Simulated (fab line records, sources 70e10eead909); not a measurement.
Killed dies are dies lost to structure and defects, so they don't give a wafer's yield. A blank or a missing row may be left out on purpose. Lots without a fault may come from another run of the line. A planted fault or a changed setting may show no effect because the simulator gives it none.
Which tool did it? | flow nand_harc | 12 lots, 36 wafers sampled, at 5 steps of a route of 1302

WHAT THE GAUGES READ, wafer by wafer
NHARC_A_BLC_CD_MEAS_19.
lot  | measured     | on        | cd_nm (nm)
L833 | day 24 20:02 | cd_sem-03 | 101 95 102
L834 | day 25 13:08 | cd_sem-02 | 97 100 100
L835 | day 25 15:23 | cd_sem-01 | 103 96 104
L840 | day 27 19:26 | cd_sem-01 | 99 90 99
L844 | day 28 16:39 | cd_sem-03 | 99 95 101
L841 | day 28 18:21 | cd_sem-01 | 98 98 100
L843 | day 29 15:02 | cd_sem-02 | 98 97 98
L846 | day 29 18:38 | cd_sem-03 | 98 100 98
L845 | day 29 20:45 | cd_sem-02 | 94 102 96
L847 | day 30 15:26 | cd_sem-02 | 93 96 95
L849 | day 31 14:21 | cd_sem-02 | 99 102 98
L850 | day 32 11:05 | cd_sem-01 | 98 100 101

NHARC_END_SORT_01.
lot  | measured     | on        | defect_limited_yield (%) | killed_at_array | killed_at_other | killed_at_periphery | killed_dies | killed_open | killed_short
L833 | day 26 18:23 | prober-01 | 93.6 92.3 95.0           | 41 50 30        | 0 0 2           | 2 2 2               | 43 52 34    | 3 1 1       | 2 4 1
L834 | day 27 08:07 | prober-02 | 90.5 92.2 91.4           | 51 46 51        | 0 1 0           | 13 6 7              | 64 53 58    | 3 2 2       | 4 0 2
L835 | day 27 08:07 | prober-01 | 90.8 90.3 90.5           | 59 63 60        | 0 0 0           | 3 3 4               | 62 66 64    | 4 5 6       | 2 2 4
L840 | day 29 14:43 | prober-02 | 92.6 90.4 90.0           | 48 59 60        | 0 0 1           | 2 6 7               | 50 65 68    | 0 3 7       | 1 1 0
L844 | day 30 16:13 | prober-01 | 95.7 95.1 93.2           | 24 29 40        | 0 0 0           | 5 4 6               | 29 33 46    | 3 3 4       | 2 3 3
L841 | day 30 14:36 | prober-02 | 89.1 95.3 94.1           | 65 28 37        | 1 1 1           | 8 3 2               | 74 32 40    | 4 4 3       | 5 1 4
L843 | day 31 12:11 | prober-01 | 89.2 88.2 88.3           | 68 74 69        | 1 3 3           | 4 3 7               | 73 80 79    | 3 2 5       | 4 3 3
L846 | day 31 11:24 | prober-02 | 89.7 86.9 88.0           | 62 81 75        | 1 1 2           | 7 7 4               | 70 89 81    | 4 2 2       | 1 0 7
L845 | day 31 23:22 | prober-02 | 92.5 92.5 91.7           | 51 44 53        | 0 0 0           | 0 7 3               | 51 51 56    | 4 3 4       | 1 3 3
L847 | day 32 08:11 | prober-01 | 90.3 92.2 92.8           | 64 52 43        | 1 0 2           | 1 1 4               | 66 53 49    | 2 5 5       | 2 1 4
L849 | day 33 10:43 | prober-01 | 95.9 94.8 96.2           | 22 25 23        | 2 5 0           | 4 5 3               | 28 35 26    | 0 4 4       | 2 1 2
L850 | day 34 08:16 | prober-02 | 88.5 87.9 93.4           | 71 77 39        | 0 0 0           | 7 5 6               | 78 82 45    | 6 4 3       | 4 4 4

WHICH TOOL RAN EACH LOT (tool, then ch and the chambers of the sampled wafers, then the start)
lot  | NHARC_A_BLC_ETCH_16                | NHARC_A_M0_SOFTBAKE_04            | NHARC_A_M0_ETCH_34
L833 | rie_diel-04 ch 0,1, day 24 18:59   | litho_track-01 ch 0, day 24 22:00 | rie_diel-09 ch 0,1,2, day 24 23:11
L834 | rie_diel-04 ch 0,2, day 25 12:16   | litho_track-04 ch 0, day 25 15:00 | rie_diel-01 ch 0,1,2, day 25 16:10
L835 | rie_diel-04 ch 0,1,2, day 25 14:31 | litho_track-01 ch 0, day 25 17:00 | rie_diel-01 ch 0,1,2, day 25 18:28
L840 | rie_diel-08 ch 0,3, day 27 18:32   | litho_track-04 ch 0, day 27 21:00 | rie_diel-09 ch 2,3, day 27 22:36
L844 | rie_diel-04 ch 0,2,3, day 28 15:47 | litho_track-04 ch 0, day 28 19:00 | rie_diel-01 ch 0,2,3, day 28 19:50
L841 | rie_diel-04 ch 0,1, day 28 17:28   | litho_track-01 ch 0, day 28 21:00 | rie_diel-09 ch 0,2,3, day 28 21:56
L843 | rie_diel-08 ch 0,3, day 29 14:10   | litho_track-06 ch 0, day 29 17:00 | rie_diel-01 ch 0,1,2, day 29 18:12
L846 | rie_diel-05 ch 0,2,3, day 29 17:46 | litho_track-01 ch 0, day 29 21:00 | rie_diel-01 ch 0,1,2, day 29 21:42
L845 | rie_diel-08 ch 2,3, day 29 19:52   | litho_track-01 ch 0, day 29 23:00 | rie_diel-01 ch 2,3, day 29 23:56
L847 | rie_diel-08 ch 0,1, day 30 14:33   | litho_track-01 ch 0, day 30 17:00 | rie_diel-01 ch 1,2,3, day 30 18:35
L849 | rie_diel-04 ch 1,2,3, day 31 13:28 | litho_track-04 ch 0, day 31 16:00 | rie_diel-09 ch 2,3, day 31 17:35
L850 | rie_diel-04 ch 0,2,3, day 32 10:10 | litho_track-01 ch 0, day 32 13:00 | rie_diel-01 ch 0,2,3, day 32 14:17
- NHARC_A_BLC_ETCH_16: etches the open film in CF4, target depth 39 nm, time 65 s.
- NHARC_A_M0_SOFTBAKE_04: time 55 s.
- NHARC_A_M0_ETCH_34: etches the open film in N2/H2, target depth 40 nm, overetch 12 nm, time 43.94 s.

WHAT THE TOOLS THEMSELVES READ (means of the sampled wafers that have a number; where no wafer has one, the mark that the record gives instead)
NHARC_A_BLC_ETCH_16.
lot  | tool        | chamber_pressure_mTorr (mTorr) | drypump_motor_current_A (A) | oes_product_au (a.u.) | rf_vpp_V (V) | showerhead_plenum_p_Torr (Torr) | throttle_valve_pct (%)
L833 | rie_diel-04 | 49.98                          | 6.14                        | 1.001                 | 150.3        | 1.72                            | 13.280
L834 | rie_diel-04 | 50.03                          | 6.01                        | 1.010                 | 150.3        | 1.69                            | 13.284
L835 | rie_diel-04 | 50.03                          | 6.15                        | 1.002                 | 150.9        | 1.75                            | 13.289
L840 | rie_diel-08 | 50.03                          | 5.82                        | 1.002                 | 152.5        | 1.82                            | 13.284
L844 | rie_diel-04 | 50.00                          | 6.18                        | 1.004                 | 149.7        | 1.71                            | 13.277
L841 | rie_diel-04 | 50.01                          | 6.14                        | 0.995                 | 150.5        | 1.72                            | 13.287
L843 | rie_diel-08 | 49.99                          | 5.89                        | 1.002                 | 152.2        | 1.85                            | 13.283
L846 | rie_diel-05 | 50.01                          | 6.25                        | 0.997                 | 151.5        | 1.75                            | 13.281
L845 | rie_diel-08 | 49.98                          | 6.03                        | 1.004                 | 151.2        | 1.81                            | 13.277
L847 | rie_diel-08 | 49.98                          | 5.75                        | 0.992                 | 151.4        | 1.78                            | 13.292
L849 | rie_diel-04 | 50.03                          | 6.32                        | 1.006                 | 151.3        | 1.78                            | 13.273
L850 | rie_diel-04 | 50.02                          | 6.18                        | 0.988                 | 151.1        | 1.71                            | 13.284

NHARC_A_M0_SOFTBAKE_04.
lot  | tool           | heater_power_total_W (W)
L833 | litho_track-01 | 210.21
L834 | litho_track-04 | 188.50
L835 | litho_track-01 | 210.20
L840 | litho_track-04 | 188.57
L844 | litho_track-04 | 188.38
L841 | litho_track-01 | 188.44
L843 | litho_track-06 | 188.51
L846 | litho_track-01 | 188.40
L845 | litho_track-01 | 188.52
L847 | litho_track-01 | 188.44
L849 | litho_track-04 | 188.40
L850 | litho_track-01 | 188.39

NHARC_A_M0_ETCH_34.
lot  | tool        | chamber_pressure_mTorr (mTorr) | drypump_motor_current_A (A) | oes_product_au (a.u.) | rf_vpp_V (V) | showerhead_plenum_p_Torr (Torr) | throttle_valve_pct (%)
L833 | rie_diel-09 | 30.004                         | 5.6                         | 1.005                 | 430.1        | 2.00                            | 14.172
L834 | rie_diel-01 | 30.012                         | 5.7                         | 1.002                 | 429.8        | 2.01                            | 14.183
L835 | rie_diel-01 | 29.976                         | 5.7                         | 0.997                 | 429.9        | 2.01                            | 14.175
L840 | rie_diel-09 | 30.007                         | 5.3                         | 0.995                 | 430.2        | 2.01                            | 14.173
L844 | rie_diel-01 | 30.011                         | 5.8                         | 1.009                 | 432.0        | 2.08                            | 14.165
L841 | rie_diel-09 | 29.990                         | 5.6                         | 1.001                 | 429.1        | 1.98                            | 14.171
L843 | rie_diel-01 | 29.974                         | 5.7                         | 0.994                 | 429.7        | 2.01                            | 14.177
L846 | rie_diel-01 | 29.992                         | 5.7                         | 0.993                 | 430.0        | 2.01                            | 14.164
L845 | rie_diel-01 | 29.989                         | 5.8                         | 1.002                 | 434.3        | 2.17                            | 14.171
L847 | rie_diel-01 | 30.014                         | 5.6                         | 0.997                 | 432.3        | 2.09                            | 14.161
L849 | rie_diel-09 | 30.019                         | 5.0                         | 0.994                 | 430.5        | 2.03                            | 14.168
L850 | rie_diel-01 | 29.989                         | 5.9                         | 0.996                 | 431.4        | 2.08                            | 14.180

THE ANSWER, worked out from the rows above alone
Rule: what is usual is taken from the lots themselves. Put in order of their means at a reading, lots are off if they are a third of the lots or fewer, leave a main group of 4 or more, and stand apart from it by a gap of 3 or more times the standard deviation of the main group's means; of several such gaps the widest counts. A main group whose means are all the same, to the digits that the tables above print for the reading, isn't used. A lot without any number at a reading at which 4 lots or more have one is off too. The other lots that the step has rows for count as sound. The gauges are gone through in route order, then the tools' own readings, and for those a lot's mean is taken as printed above. The first step at which some lot is off is used, and at that step the reading that is off furthest; a lot without a number counts as furthest.
Off: L833, L835, at NHARC_A_M0_SOFTBAKE_04 (heater_power_total_W). The main group: mean 188.45 W, standard deviation 0.062.
A tool fits if, at that step or a process step before it, it ran every lot that is off, and no sound lot after the first of them. None of those tried fits.

WHAT THE SIMULATOR HAD PUT IN
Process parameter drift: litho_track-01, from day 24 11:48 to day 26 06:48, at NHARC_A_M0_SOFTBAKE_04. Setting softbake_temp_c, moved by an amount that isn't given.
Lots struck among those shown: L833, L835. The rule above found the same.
